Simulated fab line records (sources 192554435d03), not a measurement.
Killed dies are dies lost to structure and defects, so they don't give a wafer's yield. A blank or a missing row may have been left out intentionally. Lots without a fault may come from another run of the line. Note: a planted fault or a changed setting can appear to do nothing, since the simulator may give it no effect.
Matching of chambers / flow n5_finfet / 4 sister chambers for N5_BEOL_M13_DESCUM_15 on rie_diel-04
The step chemistry O2, time 7.9 s. 4 wafers are shown with their chamber, then 10 later ones without.

== WAFERS WITH THEIR CHAMBER ==
wafer=L091.6; chamber=1; throttle_valve_pct (%)=20.1
wafer=L090.6; chamber=0; throttle_valve_pct (%)=20.9
wafer=L093.1; chamber=2; throttle_valve_pct (%)=20.9
wafer=L093.3; chamber=3; throttle_valve_pct (%)=19.9

== WAFERS WITH NO CHAMBER GIVEN ==
wafer=L093.4; throttle_valve_pct (%)=20.2
wafer=L096.1; throttle_valve_pct (%)=19.9
wafer=L096.4; throttle_valve_pct (%)=20.9
wafer=L096.5; throttle_valve_pct (%)=20.2
wafer=L094.1; throttle_valve_pct (%)=20.2
wafer=L094.3; throttle_valve_pct (%)=19.9
wafer=L094.6; throttle_valve_pct (%)=20.9
wafer=L097.1; throttle_valve_pct (%)=20.9
wafer=L097.4; throttle_valve_pct (%)=20.2
wafer=L097.6; throttle_valve_pct (%)=20.9

== THE CHAMBER EACH PASSED THROUGH ==
wafer=L093.4; from the rows above=1; in truth=1
wafer=L096.1; from the rows above=3; in truth=3
wafer=L096.4; from the rows above=can't be placed: 0 or 2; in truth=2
wafer=L096.5; from the rows above=1; in truth=1
wafer=L094.1; from the rows above=1; in truth=1
wafer=L094.3; from the rows above=3; in truth=3
wafer=L094.6; from the rows above=can't be placed: 0 or 2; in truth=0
wafer=L097.1; from the rows above=can't be placed: 0 or 2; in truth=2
wafer=L097.4; from the rows above=1; in truth=1
wafer=L097.6; from the rows above=can't be placed: 0 or 2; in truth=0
Placed correctly: 6 of 10. These rows do not allow placing 4 (true chamber among the candidates in 4). 0 placed wrongly.
How it was worked out, from the rows above alone: a wafer's distance from a chamber is the root of the sum, over the readings, of the square of ((its reading less the chamber's mean) divided by the reading's scatter). The wafer belongs to the nearest chamber; if the next one is less than 2 further off, it can't be placed. A chamber's mean is the mean of its shown wafers. The scatter (one wafer shown for each chamber): square how far every hidden wafer sits from the nearest shown wafer, average those squares and take the square root.
